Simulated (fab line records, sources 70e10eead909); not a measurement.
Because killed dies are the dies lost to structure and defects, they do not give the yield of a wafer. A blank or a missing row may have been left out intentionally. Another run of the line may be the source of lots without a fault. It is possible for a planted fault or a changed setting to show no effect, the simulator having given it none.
8D (eight disciplines) problem report, filled in by code -- flow nand_harc -- the parts of the form that need people (team, actions taken, sign-off) are left out

## 1. WHAT IS WRONG
NHARC_A_SGD_CUT_ETCH_16, oes_product_au: mean 1.040 a.u. over 1 wafer from 1 lot; wafers with no fault: 0.975 a.u., standard deviation 0.016. Relative to the usual mean, that is a shift of +4.1 standard deviations.
The step: etches the open film in C4F8/O2/Ar, target depth 310.5 nm, time 155.2 s.
The first sign was on wafer L154.4 at day 17 23:14, on rie_diel-06. The record has a number at this step for 33 wafers belonging to 13 lots. Rule for "out", or "out of limits": more than 4 standard deviations from the usual mean. The other wafers with a number count as sound.

## 2. WHAT IT IS; WHAT IT IS NOT
question,is,is not
which readings at this step,oes_product_au,rf_vpp_V
which lots,L154,"L139, L140, L142, L145, L148, L149, L150, L151, L152, L153, L161, L162"
which wafers of those lots,all that have a number,-
read on which tools,rie_diel-06,"rie_diel-07, rie_diel-08"
when,from day 17 23:14,"up to then (25 sound wafers); but 7 sound wafers of L153, L161, L162 came after"

## 3. THE SUSPECTS, EACH WITH WHAT RULES IT OUT
Counting: a tool stays on the suspect list if, at a process step up to the reading, it processed all lots that are out and no sound lot following the first of them.
- pecvd-04 at NHARC_A_STAIRCASE_DEP_325 (deposits SiO2, target thk 3800 nm): kept. It ran the lot that is out, L154 (day 17 08:08), and no sound lot after that; its last sound lot up to then is L150 (day 16 10:43).
- rie_diel-06 at NHARC_A_SGD_CUT_ETCH_16 (etches the open film in C4F8/O2/Ar, target depth 310.5 nm, time 155.2 s): ruled out as a lasting fault. Sound lots L153 ran on it after its first lot that is out, L154 (day 17 23:14).
Remaining after the count: pecvd-04 at NHARC_A_STAIRCASE_DEP_325.

## 4. THE CAUSE (what the simulator had put in)
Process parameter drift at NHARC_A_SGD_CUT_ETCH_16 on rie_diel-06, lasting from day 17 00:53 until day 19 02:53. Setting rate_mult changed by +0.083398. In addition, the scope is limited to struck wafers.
Counting ruled it out, wrongly.

## 5. THE EFFECT CHAIN, in route order
Rows list readings where the struck wafers' mean (over those with a number) sits beyond 3 standard deviations from the usual. Only readings whose record carries a usual standard deviation are examined. hours: median over the lots of the time between each lot's start at the first step of this table that gives one and its start at this step. sigmas: the change, counted in usual standard deviations.
hours,step,reading,usual,on struck wafers,change,sigmas
0,NHARC_A_SGD_CUT_ETCH_16,oes_product_au,0.975 a.u.,1.040,+0.065,+4.1
Here are the process steps it includes:
- NHARC_A_SGD_CUT_ETCH_16: etches the open film in C4F8/O2/Ar, target depth 310.5 nm, time 155.2 s.

## 6. HOW IT WOULD HAVE BEEN CAUGHT EARLIER
In this record no reading fell out of limits until day 17 23:14, 22 hours after the fault had begun at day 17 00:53.
